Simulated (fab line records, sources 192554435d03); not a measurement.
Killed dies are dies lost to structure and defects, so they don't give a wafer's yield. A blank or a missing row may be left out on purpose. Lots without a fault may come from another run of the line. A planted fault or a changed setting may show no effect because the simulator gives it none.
Chamber matching | flow n5_finfet | N5_BEOL_M4_DESCUM_16 on rie_diel-04: 4 sister chambers
The step chemistry O2, time 7 s. 16 wafers are shown with their chamber, then 8 later ones without.

WAFERS WITH THEIR CHAMBER
wafer  | chamber | throttle_valve_pct (%) | showerhead_plenum_p_Torr (Torr) | drypump_motor_current_A (A)
L075.1 | 2       | 20.76                  | 2.16                            | 5.6
L075.5 | 0       | 20.10                  | 2.04                            | 5.5
L075.6 | 2       | 20.76                  | 2.16                            | 5.6
L077.1 | 2       | 20.76                  | 2.16                            | 5.6
L077.5 | 2       | 20.76                  | 2.16                            | 5.6
L077.6 | 3       | 20.50                  | 2.22                            | 5.6
L078.3 | 3       | 20.51                  | 2.22                            | 5.7
L078.4 | 1       | 20.31                  | 2.21                            | 6.2
L078.6 | 0       | 20.12                  | 2.04                            | 5.4
L080.1 | 0       | 20.12                  | 2.04                            | 5.5
L080.3 | 3       | 20.52                  | 2.22                            | 5.7
L080.5 | 0       | 20.11                  | 2.04                            | 5.5
L081.1 | 3       | 20.52                  | 2.21                            | 5.6
L081.4 | 0       | 20.13                  | 2.03                            | 5.5
L081.6 | 2       | 20.76                  | 2.15                            | 5.6
L082.1 | 1       | 20.33                  | 2.21                            | 6.2

SIGNATURES (means of the wafers above)
reading                  | chamber 0 | chamber 1 | chamber 2 | chamber 3 | scatter within a chamber
throttle_valve_pct       | 20.1160   | 20.3200   | 20.7600   | 20.5125   | 0.00911
showerhead_plenum_p_Torr | 2.0380    | 2.2100    | 2.1580    | 2.2175    | 0.00443
drypump_motor_current_A  | 5.480     | 6.200     | 5.600     | 5.650     | 0.0387
Rule: a wafer's distance from a chamber is the root of the sum, over the readings, of the square of ((its reading less the chamber's mean) divided by the reading's scatter). The wafer belongs to the nearest chamber; if the next one is less than 2 further off, it can't be placed. The scatter: the root of (the sum of the squares of (reading less its chamber's mean) over the shown wafers, divided by (wafers less chambers)).

WAFERS WITHOUT THEIR CHAMBER
wafer  | throttle_valve_pct (%) | showerhead_plenum_p_Torr (Torr) | drypump_motor_current_A (A)
L082.4 | 20.79                  | 2.15                            | 5.6
L082.5 | 20.79                  | 2.15                            | 5.6
L088.1 | 20.52                  | 2.21                            | 5.7
L088.2 | 20.14                  | 2.03                            | 5.5
L088.6 | 20.15                  | 2.03                            | 5.5
L095.2 | 20.80                  | 2.14                            | 5.6
L095.3 | 20.15                  | 2.03                            | 5.5
L095.6 | 20.36                  | 2.20                            | 6.2

WHICH CHAMBER EACH WENT THROUGH
wafer  | from the rows above | in truth
L082.4 | 2                   | 2
L082.5 | 2                   | 2
L088.1 | 3                   | 3
L088.2 | 0                   | 0
L088.6 | 0                   | 0
L095.2 | 2                   | 2
L095.3 | 0                   | 0
L095.6 | 1                   | 1
Placed correctly: 8 of 8. Can't be placed from these rows: 0. Placed wrongly: 0.
